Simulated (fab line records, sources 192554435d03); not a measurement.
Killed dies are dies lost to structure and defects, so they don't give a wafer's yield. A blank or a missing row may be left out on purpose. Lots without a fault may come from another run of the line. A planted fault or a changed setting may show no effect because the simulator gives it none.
Which tool did it? | flow n5_finfet | 24 lots, 72 wafers sampled, at 5 steps of a route of 1938

WHAT THE GAUGES READ, wafer by wafer
N5_MOL_CONTACT_COAG_INSPECT_57: inspects for defects (brightfield).
lot  | measured     | on                | raw_defect_count
L075 | day 5 19:22  | defect_inspect-01 | 369 269 333
L074 | day 5 19:53  | defect_inspect-01 | 243 154 165
L076 | day 5 20:50  | defect_inspect-02 | 156 234 176
L078 | day 5 23:37  | defect_inspect-01 | 172 180 202
L077 | day 6 06:02  | defect_inspect-01 | 164 153 212
L080 | day 6 16:04  | defect_inspect-02 | 200 209 228
L079 | day 6 17:32  | defect_inspect-02 | 406 225 186
L081 | day 6 18:44  | defect_inspect-02 | 150 183 251
L082 | day 7 04:42  | defect_inspect-01 | 270 256 265
L083 | day 7 07:56  | defect_inspect-02 | 179 137 118
L084 | day 7 13:50  | defect_inspect-02 | 179 86 133
L085 | day 7 22:46  | defect_inspect-01 | 306 270 128
L086 | day 8 04:55  | defect_inspect-01 | 189 154 113
L087 | day 8 07:59  | defect_inspect-02 | 324 163 258
L088 | day 8 21:04  | defect_inspect-02 | 143 228 197
L089 | day 9 00:35  | defect_inspect-02 | 168 194 157
L090 | day 9 06:26  | defect_inspect-01 | 200 158 149
L091 | day 9 06:50  | defect_inspect-02 | 304 195 262
L092 | day 9 14:35  | defect_inspect-01 | 201 145 202
L093 | day 9 22:08  | defect_inspect-01 | 181 198 255
L094 | day 10 03:07 | defect_inspect-02 | 144 196 192
L095 | day 10 08:30 | defect_inspect-01 | 258 95 185
L096 | day 10 17:25 | defect_inspect-01 | 211 178 155
L097 | day 10 20:35 | defect_inspect-01 | 150 155 190

N5_MOL_CONTACT_COAG_CD_MEAS_101: target cd 16 nm.
lot  | measured     | on        | cd_nm (nm)
L075 | day 5 22:20  | cd_sem-03 | 15.8 16.2 16.5
L074 | day 5 22:29  | cd_sem-02 | 15.5 15.7 15.9
L076 | day 5 23:24  | cd_sem-03 | 16.5 16.1 16.4
L078 | day 6 02:26  | cd_sem-02 | 15.7 16.0 15.8
L077 | day 6 08:16  | cd_sem-02 | 16.0 16.4 15.6
L080 | day 6 18:20  | cd_sem-01 | 15.6 16.2 16.6
L079 | day 6 19:52  | cd_sem-03 | 16.2 15.9 15.5
L081 | day 6 21:50  | cd_sem-01 | 16.1 15.9 15.6
L082 | day 7 07:05  | cd_sem-02 | 16.4 16.2 15.7
L083 | day 7 10:38  | cd_sem-02 | 15.8 16.1 16.2
L084 | day 7 16:01  | cd_sem-02 | 15.9 16.1 15.6
L085 | day 8 00:54  | cd_sem-01 | 15.9 16.4 16.2
L086 | day 8 07:16  | cd_sem-02 | 16.1 16.0 15.9
L087 | day 8 10:35  | cd_sem-01 | 15.5 15.9 15.9
L088 | day 8 23:59  | cd_sem-02 | 16.0 16.4 16.0
L089 | day 9 03:13  | cd_sem-02 | 15.9 15.9 16.2
L090 | day 9 08:32  | cd_sem-01 | 15.7 15.0 15.9
L091 | day 9 09:00  | cd_sem-03 | 16.4 15.2 16.3
L092 | day 9 17:14  | cd_sem-01 | 15.7 16.5 16.4
L093 | day 10 00:48 | cd_sem-03 | 15.8 15.5 16.0
L094 | day 10 05:21 | cd_sem-02 | 15.8 15.7 15.6
L095 | day 10 10:39 | cd_sem-02 | 15.3 15.1 16.0
L096 | day 10 19:59 | cd_sem-03 | 16.6 15.7 15.8
L097 | day 10 22:52 | cd_sem-03 | 15.8 15.6 16.3

WHICH TOOL RAN EACH LOT (tool, then ch and the chambers of the sampled wafers, then the start)
lot  | N5_MOL_CONTACT_COAG_ETCH_89        | N5_MOL_CONTACT_COAG_ETCHBACK_135   | N5_MOL_CONTACT_COAG_STRIP_49
L075 | rie_diel-05 ch 0,1,3, day 5 19:40  | rie_diel-05 ch 1,3, day 5 20:16    | plasma_asher-01 ch 0,1, day 5 22:09
L074 | rie_diel-03 ch 0,1,2, day 5 20:18  | rie_diel-05 ch 0,3, day 5 20:42    | plasma_asher-01 ch 0,1, day 5 22:20
L076 | rie_diel-03 ch 0,1, day 5 20:58    | rie_diel-03 ch 0,1,3, day 5 21:22  | plasma_asher-01 ch 0,1, day 5 23:14
L078 | rie_diel-03 ch 0,1,3, day 5 23:41  | rie_diel-01 ch 1,3, day 6 00:05    | plasma_asher-02 ch 0,1, day 6 02:15
L077 | rie_diel-01 ch 0,1,3, day 6 06:06  | rie_diel-01 ch 0,1, day 6 06:30    | plasma_asher-02 ch 0,1, day 6 08:08
L080 | rie_diel-03 ch 0,3, day 6 16:17    | rie_diel-03 ch 1,3, day 6 16:43    | plasma_asher-01 ch 0,1, day 6 18:11
L079 | rie_diel-01 ch 1,2, day 6 17:36    | rie_diel-05 ch 0,1, day 6 18:01    | plasma_asher-01 ch 0, day 6 19:43
L081 | rie_diel-05 ch 1,2, day 6 18:48    | rie_diel-01 ch 0,2,3, day 6 19:19  | plasma_asher-02 ch 0,1, day 6 21:41
L082 | rie_diel-03 ch 0,1,3, day 7 04:53  | rie_diel-01 ch 0,1,3, day 7 05:18  | plasma_asher-02 ch 0,1, day 7 06:56
L083 | rie_diel-03 ch 1,2,3, day 7 08:20  | rie_diel-05 ch 0,1,2, day 7 08:47  | plasma_asher-02 ch 0,1, day 7 10:29
L084 | rie_diel-03 ch 1,3, day 7 13:55    | rie_diel-05 ch 0,2, day 7 14:23    | plasma_asher-01 ch 0,1, day 7 15:52
L085 | rie_diel-03 ch 0,1,2, day 7 22:51  | rie_diel-01 ch 0,1,2, day 7 23:16  | plasma_asher-01 ch 0,1, day 8 00:45
L086 | rie_diel-05 ch 0,1, day 8 05:01    | rie_diel-03 ch 0,3, day 8 05:35    | plasma_asher-02 ch 0,1, day 8 07:07
L087 | rie_diel-01 ch 0,1,3, day 8 08:04  | rie_diel-05 ch 1,2,3, day 8 08:28  | plasma_asher-02 ch 0,1, day 8 10:26
L088 | rie_diel-01 ch 0,2,3, day 8 21:08  | rie_diel-01 ch 1,2,3, day 8 21:32  | plasma_asher-02 ch 0,1, day 8 23:50
L089 | rie_diel-05 ch 1,3, day 9 00:40    | rie_diel-01 ch 0,1,3, day 9 01:04  | plasma_asher-02 ch 0,1, day 9 03:04
L090 | rie_diel-03 ch 0,1,2, day 9 06:30  | rie_diel-03 ch 0,1, day 9 06:55    | plasma_asher-02 ch 0,1, day 9 08:23
L091 | rie_diel-01 ch 2,3, day 9 06:54    | rie_diel-03 ch 0,1, day 9 07:22    | plasma_asher-02 ch 0,1, day 9 08:51
L092 | rie_diel-05 ch 0,1,3, day 9 14:40  | rie_diel-03 ch 0,2,3, day 9 15:29  | plasma_asher-01 ch 0,1, day 9 17:05
L093 | rie_diel-01 ch 1,2,3, day 9 22:13  | rie_diel-03 ch 1,2,3, day 9 22:42  | plasma_asher-02 ch 0,1, day 10 00:40
L094 | rie_diel-05 ch 0,1,3, day 10 03:11 | rie_diel-03 ch 0,1,2, day 10 03:35 | plasma_asher-02 ch 0,1, day 10 05:12
L095 | rie_diel-05 ch 0,1, day 10 08:34   | rie_diel-05 ch 1,2, day 10 08:59   | plasma_asher-01 ch 0,1, day 10 10:28
L096 | rie_diel-05 ch 0,3, day 10 17:29   | rie_diel-05 ch 0,3, day 10 17:53   | plasma_asher-01 ch 0,1, day 10 19:49
L097 | rie_diel-03 ch 0,1,2, day 10 20:40 | rie_diel-01 ch 0,1,3, day 10 21:04 | plasma_asher-01 ch 0,1, day 10 22:43
- N5_MOL_CONTACT_COAG_ETCH_89: etches underlayer in N2/H2, target depth 13 nm, time 10.4 s.
- N5_MOL_CONTACT_COAG_ETCHBACK_135: etches SiO2 in CHF3, target depth 25 nm, time 16.7 s.
- N5_MOL_CONTACT_COAG_STRIP_49: strips in N2/H2, time 30 s.

WHAT THE TOOLS THEMSELVES READ (means of the sampled wafers that have a number; where no wafer has one, the mark that the record gives instead)
N5_MOL_CONTACT_COAG_ETCH_89.
lot  | tool        | drypump_motor_current_A (A) | etch_rf_on_time_s (s) | oes_product_au (a.u.) | rf_vpp_V (V) | showerhead_plenum_p_Torr (Torr) | throttle_valve_pct (%)
L075 | rie_diel-05 | 5.7                         | 10.36                 | 0.64                  | 523.9        | 2.52                            | 17.80
L074 | rie_diel-03 | 6.4                         | 10.30                 | 0.75                  | 523.5        | 2.56                            | 17.79
L076 | rie_diel-03 | 6.2                         | 10.54                 | 0.74                  | 523.4        | 2.52                            | 17.84
L078 | rie_diel-03 | 6.0                         | 10.55                 | 0.70                  | 525.2        | 2.57                            | 17.98
L077 | rie_diel-01 | 5.9                         | 10.34                 | 0.69                  | 520.8        | 2.42                            | 17.62
L080 | rie_diel-03 | 5.7                         | 10.41                 | 0.64                  | 525.8        | 2.57                            | 18.26
L079 | rie_diel-01 | 6.1                         | 10.27                 | 0.69                  | 524.0        | 2.54                            | 17.70
L081 | rie_diel-05 | 5.8                         | 10.13                 | 0.72                  | 526.1        | 2.59                            | 17.83
L082 | rie_diel-03 | 6.0                         | 10.48                 | 0.69                  | 524.7        | 2.56                            | 18.00
L083 | rie_diel-03 | 6.3                         | 10.26                 | 0.70                  | 525.2        | 2.60                            | 17.95
L084 | rie_diel-03 | 5.9                         | 10.41                 | 0.64                  | 525.7        | 2.61                            | 18.12
L085 | rie_diel-03 | 6.4                         | 10.31                 | 0.73                  | 524.1        | 2.55                            | 17.83
L086 | rie_diel-05 | 5.9                         | 10.33                 | 0.77                  | 523.3        | 2.51                            | 17.61
L087 | rie_diel-01 | 5.9                         | 10.34                 | 0.68                  | 520.6        | 2.42                            | 17.65
L088 | rie_diel-01 | 5.6                         | 10.49                 | 0.63                  | 521.8        | 2.46                            | 17.78
L089 | rie_diel-05 | 6.0                         | 10.44                 | 0.78                  | 523.5        | 2.48                            | 17.50
L090 | rie_diel-03 | 6.4                         | 10.42                 | 0.72                  | 524.4        | 2.55                            | 17.85
L091 | rie_diel-01 | 5.2                         | 10.33                 | 0.63                  | 521.3        | 2.42                            | 17.69
L092 | rie_diel-05 | 5.7                         | 10.38                 | 0.76                  | 522.5        | 2.51                            | 17.55
L093 | rie_diel-01 | 5.7                         | 10.35                 | 0.64                  | 521.4        | 2.47                            | 17.72
L094 | rie_diel-05 | 5.7                         | 10.36                 | 0.75                  | 523.8        | 2.51                            | 17.56
L095 | rie_diel-05 | 5.9                         | 10.41                 | 0.74                  | 523.1        | 2.50                            | 17.64
L096 | rie_diel-05 | 5.4                         | 10.42                 | 0.73                  | 524.1        | 2.54                            | 17.60
L097 | rie_diel-03 | 6.4                         | 10.46                 | 0.70                  | 523.0        | 2.54                            | 17.86

N5_MOL_CONTACT_COAG_ETCHBACK_135.
lot  | tool        | drypump_motor_current_A (A) | oes_ar_750_au (a.u.) | oes_product_au (a.u.) | rf_vpp_V (V) | showerhead_plenum_p_Torr (Torr) | throttle_valve_pct (%)
L075 | rie_diel-05 | 5.8                         | 0.68                 | 0.67                  | 521          | 2.35                            | 18.83
L074 | rie_diel-05 | 5.5                         | 0.75                 | 0.74                  | 518          | 2.38                            | 18.73
L076 | rie_diel-03 | 6.0                         | 0.82                 | 0.81                  | 524          | 2.41                            | 18.82
L078 | rie_diel-01 | 5.6                         | 0.81                 | 0.81                  | 516          | 2.24                            | 18.42
L077 | rie_diel-01 | 6.4                         | 0.84                 | 0.84                  | 511          | 2.32                            | 18.47
L080 | rie_diel-03 | 5.9                         | 0.76                 | 0.76                  | 529          | 2.45                            | 19.02
L079 | rie_diel-05 | 5.6                         | 0.91                 | 0.90                  | 515          | 2.41                            | 18.64
L081 | rie_diel-01 | 5.6                         | 0.76                 | 0.75                  | 521          | 2.32                            | 18.72
L082 | rie_diel-01 | 5.9                         | 0.80                 | 0.80                  | 512          | 2.27                            | 18.55
L083 | rie_diel-05 | 5.7                         | 0.86                 | 0.86                  | 519          | 2.41                            | 18.68
L084 | rie_diel-05 | 5.5                         | 0.80                 | 0.80                  | 522          | 2.45                            | 18.77
L085 | rie_diel-01 | 6.1                         | 0.78                 | 0.78                  | 518          | 2.36                            | 18.68
L086 | rie_diel-03 | 5.9                         | 0.79                 | 0.78                  | 528          | 2.36                            | 18.93
L087 | rie_diel-05 | 5.8                         | 0.88                 | 0.88                  | 522          | 2.38                            | 18.58
L088 | rie_diel-01 | 5.6                         | 0.77                 | 0.77                  | 523          | 2.32                            | 18.58
L089 | rie_diel-01 | 5.9                         | 0.78                 | 0.78                  | 513          | 2.26                            | 18.58
L090 | rie_diel-03 | 6.2                         | 0.84                 | 0.83                  | 520          | 2.35                            | 18.69
L091 | rie_diel-03 | 6.2                         | 0.84                 | 0.83                  | 519          | 2.35                            | 18.70
L092 | rie_diel-03 | 6.1                         | 0.78                 | 0.77                  | 522          | 2.40                            | 19.02
L093 | rie_diel-03 | 6.2                         | 0.79                 | 0.79                  | 519          | 2.43                            | 18.94
L094 | rie_diel-03 | 6.4                         | 0.84                 | 0.83                  | 514          | 2.39                            | 18.76
L095 | rie_diel-05 | 5.8                         | 0.79                 | 0.79                  | 524          | 2.41                            | 18.76
L096 | rie_diel-05 | 5.5                         | 0.88                 | 0.87                  | 518          | 2.37                            | 18.51
L097 | rie_diel-01 | 5.9                         | 0.77                 | 0.77                  | 513          | 2.26                            | 18.59

N5_MOL_CONTACT_COAG_STRIP_49.
lot  | tool            | drypump_motor_current_A (A) | heater_power_w (W)
L075 | plasma_asher-01 | 6.3                         | 358
L074 | plasma_asher-01 | 6.2                         | 355
L076 | plasma_asher-01 | 6.3                         | 352
L078 | plasma_asher-02 | 5.6                         | 319
L077 | plasma_asher-02 | 5.6                         | 297
L080 | plasma_asher-01 | 6.2                         | 352
L079 | plasma_asher-01 | 6.1                         | 346
L081 | plasma_asher-02 | 5.6                         | 296
L082 | plasma_asher-02 | 5.6                         | 317
L083 | plasma_asher-02 | 5.6                         | 320
L084 | plasma_asher-01 | 6.2                         | 354
L085 | plasma_asher-01 | 6.2                         | 351
L086 | plasma_asher-02 | 5.7                         | 300
L087 | plasma_asher-02 | 5.6                         | 300
L088 | plasma_asher-02 | 5.6                         | 322
L089 | plasma_asher-02 | 5.6                         | 298
L090 | plasma_asher-02 | 5.6                         | 302
L091 | plasma_asher-02 | 5.6                         | 300
L092 | plasma_asher-01 | 6.2                         | 352
L093 | plasma_asher-02 | 5.6                         | 316
L094 | plasma_asher-02 | 5.6                         | 317
L095 | plasma_asher-01 | 6.2                         | 349
L096 | plasma_asher-01 | 6.2                         | 352
L097 | plasma_asher-01 | 6.2                         | 349

THE ANSWER, worked out from the rows above alone
Rule: what is usual is taken from the lots themselves. Put in order of their means at a reading, lots are off if they are a third of the lots or fewer, leave a main group of 4 or more, and stand apart from it by a gap of 3 or more times the standard deviation of the main group's means; of several such gaps the widest counts. A main group whose means are all the same, to the digits that the tables above print for the reading, isn't used. A lot without any number at a reading at which 4 lots or more have one is off too. The other lots that the step has rows for count as sound. The gauges are gone through in route order, then the tools' own readings, and for those a lot's mean is taken as printed above. The first step at which some lot is off is used, and at that step the reading that is off furthest; a lot without a number counts as furthest.
No lot is off at any reading shown: from this, nothing can be told.

WHAT THE SIMULATOR HAD PUT IN
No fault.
